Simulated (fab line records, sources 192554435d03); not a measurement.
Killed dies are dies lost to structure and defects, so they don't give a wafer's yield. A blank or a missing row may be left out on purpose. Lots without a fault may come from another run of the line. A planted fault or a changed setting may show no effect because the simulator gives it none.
Which tool did it? | flow n5_finfet | 10 lots, 27 wafers sampled, at 4 steps of a route of 1938

WHAT THE GAUGES READ, wafer by wafer
N5_BEOL_M4_THK_MEAS_53: measures by xrf.
lot  | measured     | on            | M4_THK (nm)
L683 | day 9 10:31  | film_metro-01 | 39.7 40.0 39.9
L684 | day 9 17:52  | film_metro-01 | 37.9 37.7 38.4
L686 | day 10 11:31 | film_metro-01 | 41.1 39.7 40.9
L687 | day 10 17:12 | film_metro-02 | 42.2 41.1
L688 | day 10 18:38 | film_metro-02 | 42.8 40.3 43.9
L691 | day 11 15:14 | film_metro-01 | 42.7 154.4
L693 | day 11 19:09 | film_metro-02 | 39.8 39.8 149.5
L694 | day 12 10:20 | film_metro-02 | 40.6 39.9 40.6
L696 | day 12 16:31 | film_metro-02 | 42.3 149.9
L695 | day 14 07:49 | film_metro-02 | 39.8 40.2 41.2

WHICH TOOL RAN EACH LOT (tool, then ch and the chambers of the sampled wafers, then the start)
lot  | N5_BEOL_M4_SPUTTER_92        | N5_BEOL_M4_ANNEAL_93         | N5_BEOL_M4_CMP_52
L683 | pvd_sputter-02, day 9 09:17  | pvd_sputter-02, day 9 09:22  | cmp-02 ch 0,2,3, day 9 10:13
L684 | pvd_sputter-02, day 9 12:11  | pvd_sputter-02, day 9 12:16  | cmp-02 ch 0,3, day 9 17:37
L686 | pvd_sputter-01, day 10 09:29 | pvd_sputter-01, day 10 09:34 | cmp-01 ch 2,3, day 10 11:16
L687 | pvd_sputter-01, day 10 15:59 | pvd_sputter-01, day 10 16:04 | cmp-04 ch 0,1, day 10 16:57
L688 | pvd_sputter-03, day 10 17:19 | pvd_sputter-03, day 10 17:24 | cmp-01 ch 0,1,2, day 10 18:25
L691 | pvd_sputter-01, day 11 14:01 | pvd_sputter-01, day 11 14:05 | cmp-04 ch 0,3, day 11 14:59
L693 | pvd_sputter-01, day 11 17:35 | pvd_sputter-01, day 11 17:40 | cmp-04 ch 0,1,2, day 11 18:52
L694 | pvd_sputter-03, day 12 09:06 | pvd_sputter-03, day 12 09:11 | cmp-02 ch 0,2, day 12 10:02
L696 | pvd_sputter-03, day 12 15:15 | pvd_sputter-03, day 12 15:20 | cmp-04 ch 0, day 12 16:16
L695 | pvd_sputter-01, day 14 06:18 | pvd_sputter-01, day 14 06:23 | cmp-01 ch 1,2,3, day 14 07:14
- N5_BEOL_M4_SPUTTER_92: material Cu, target thk 4.5 nm, time 8.29 s.
- N5_BEOL_M4_ANNEAL_93: time 240 s.
- N5_BEOL_M4_CMP_52: polishes, stops on SiOC, t overpolish 6.8 s, target thk 40 nm.

THE ANSWER, worked out from the rows above alone
Rule: what is usual is taken from the lots themselves. Put in order of their means at a reading, lots are off if they are a third of the lots or fewer, leave a main group of 4 or more, and stand apart from it by a gap of 3 or more times the standard deviation of the main group's means; of several such gaps the widest counts. A main group whose means are all the same, to the digits that the tables above print for the reading, isn't used. A lot without any number at a reading at which 4 lots or more have one is off too. The other lots that the step has rows for count as sound.
Off: L691, L693, L696, at N5_BEOL_M4_THK_MEAS_53 (M4_THK). The main group: mean 40.5 nm, standard deviation 1.3.
A tool fits if, at a process step before that reading, it ran every lot that is off, and no sound lot after the first of them. The gauges at N5_BEOL_M4_THK_MEAS_53 are tried like those tools. One fits: cmp-04 at N5_BEOL_M4_CMP_52. Its last sound lot is L687 (day 10 16:57), its first lot that is off L691 (day 11 14:59): a fault that began between those two fits.

WHAT THE SIMULATOR HAD PUT IN
Process parameter drift: cmp-04, from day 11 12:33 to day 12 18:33, at N5_BEOL_M4_CMP_52. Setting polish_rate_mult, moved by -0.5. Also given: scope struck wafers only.
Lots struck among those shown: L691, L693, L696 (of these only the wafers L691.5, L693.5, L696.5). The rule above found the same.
